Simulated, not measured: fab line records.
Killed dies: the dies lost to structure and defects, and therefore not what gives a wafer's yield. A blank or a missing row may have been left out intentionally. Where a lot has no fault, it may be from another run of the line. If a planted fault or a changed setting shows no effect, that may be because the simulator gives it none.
Chamber matching || flow n5Finfet || rieDiel-04 running N5_MIM_BOT_ETCH_STRIP_01: 4 sister chambers
The step strips in O2. 14 wafers are shown with their chamber, then 7 later ones without.

EACH WAFER AND ITS CHAMBER
{"wafer": "L075.1", "chamber": 2, "showerheadPlenumPTorr (Torr)": 2.02, "drypumpMotorCurrentA (A)": 6.1, "throttleValvePct (%)": 16.80}
{"wafer": "L075.4", "chamber": 0, "showerheadPlenumPTorr (Torr)": 2.22, "drypumpMotorCurrentA (A)": 6.4, "throttleValvePct (%)": 16.46}
{"wafer": "L075.5", "chamber": 3, "showerheadPlenumPTorr (Torr)": 2.07, "drypumpMotorCurrentA (A)": 6.0, "throttleValvePct (%)": 16.69}
{"wafer": "L078.2", "chamber": 0, "showerheadPlenumPTorr (Torr)": 2.22, "drypumpMotorCurrentA (A)": 6.4, "throttleValvePct (%)": 16.50}
{"wafer": "L078.5", "chamber": 3, "showerheadPlenumPTorr (Torr)": 2.06, "drypumpMotorCurrentA (A)": 6.0, "throttleValvePct (%)": 16.70}
{"wafer": "L078.6", "chamber": 0, "showerheadPlenumPTorr (Torr)": 2.22, "drypumpMotorCurrentA (A)": 6.4, "throttleValvePct (%)": 16.53}
{"wafer": "L080.1", "chamber": 2, "showerheadPlenumPTorr (Torr)": 2.01, "drypumpMotorCurrentA (A)": 6.1, "throttleValvePct (%)": 16.85}
{"wafer": "L080.2", "chamber": 1, "showerheadPlenumPTorr (Torr)": 2.23, "drypumpMotorCurrentA (A)": 6.1, "throttleValvePct (%)": 16.25}
{"wafer": "L080.6", "chamber": 1, "showerheadPlenumPTorr (Torr)": 2.23, "drypumpMotorCurrentA (A)": 6.1, "throttleValvePct (%)": 16.24}
{"wafer": "L082.1", "chamber": 3, "showerheadPlenumPTorr (Torr)": 2.07, "drypumpMotorCurrentA (A)": 6.1, "throttleValvePct (%)": 16.29}
{"wafer": "L082.2", "chamber": 2, "showerheadPlenumPTorr (Torr)": 2.01, "drypumpMotorCurrentA (A)": 6.1, "throttleValvePct (%)": 16.79}
{"wafer": "L082.6", "chamber": 0, "showerheadPlenumPTorr (Torr)": 2.21, "drypumpMotorCurrentA (A)": 6.4, "throttleValvePct (%)": 16.52}
{"wafer": "L090.1", "chamber": 3, "showerheadPlenumPTorr (Torr)": 2.06, "drypumpMotorCurrentA (A)": 6.1, "throttleValvePct (%)": 16.30}
{"wafer": "L090.4", "chamber": 2, "showerheadPlenumPTorr (Torr)": 2.01, "drypumpMotorCurrentA (A)": 6.1, "throttleValvePct (%)": 16.88}

SIGNATURES (averages over the wafers above)
{"reading": "showerheadPlenumPTorr", "chamber 0": 2.2175, "chamber 1": 2.2300, "chamber 2": 2.0125, "chamber 3": 2.0650, "scatter within a chamber": 0.005}
{"reading": "drypumpMotorCurrentA", "chamber 0": 6.400, "chamber 1": 6.100, "chamber 2": 6.100, "chamber 3": 6.050, "scatter within a chamber": 0.0316}
{"reading": "throttleValvePct", "chamber 0": 16.5025, "chamber 1": 16.2450, "chamber 2": 16.8300, "chamber 3": 16.4950, "scatter within a chamber": 0.13}
Rule: a wafer's distance from a chamber is the root of the sum, over the readings, of the square of ((its reading less the chamber's mean) divided by the reading's scatter). If the next closest chamber is less than 2 further off than the closest, the wafer can't be placed; otherwise it belongs to the closest. The scatter: the root of (the sum of the squares of (reading less its chamber's mean) over the shown wafers, divided by (wafers less chambers)).

WAFERS MISSING THEIR CHAMBER
{"wafer": "L090.5", "showerheadPlenumPTorr (Torr)": 2.01, "drypumpMotorCurrentA (A)": 6.1, "throttleValvePct (%)": 16.86}
{"wafer": "L093.3", "showerheadPlenumPTorr (Torr)": 2.06, "drypumpMotorCurrentA (A)": 6.0, "throttleValvePct (%)": 16.32}
{"wafer": "L093.5", "showerheadPlenumPTorr (Torr)": 2.05, "drypumpMotorCurrentA (A)": 6.0, "throttleValvePct (%)": 16.35}
{"wafer": "L093.6", "showerheadPlenumPTorr (Torr)": 2.00, "drypumpMotorCurrentA (A)": 6.1, "throttleValvePct (%)": 16.89}
{"wafer": "L094.1", "showerheadPlenumPTorr (Torr)": 2.06, "drypumpMotorCurrentA (A)": 6.0, "throttleValvePct (%)": 16.31}
{"wafer": "L094.2", "showerheadPlenumPTorr (Torr)": 2.22, "drypumpMotorCurrentA (A)": 6.1, "throttleValvePct (%)": 16.25}
{"wafer": "L094.4", "showerheadPlenumPTorr (Torr)": 2.21, "drypumpMotorCurrentA (A)": 6.1, "throttleValvePct (%)": 16.23}

EACH ONE'S CHAMBER
{"wafer": "L090.5", "from the rows above": 2, "in truth": 2}
{"wafer": "L093.3", "from the rows above": 3, "in truth": 3}
{"wafer": "L093.5", "from the rows above": 3, "in truth": 3}
{"wafer": "L093.6", "from the rows above": 2, "in truth": 2}
{"wafer": "L094.1", "from the rows above": 3, "in truth": 3}
{"wafer": "L094.2", "from the rows above": 1, "in truth": 1}
{"wafer": "L094.4", "from the rows above": 1, "in truth": 1}
7 of 7 placed correctly. Not placeable from these rows: 0. Wrongly placed: 0.
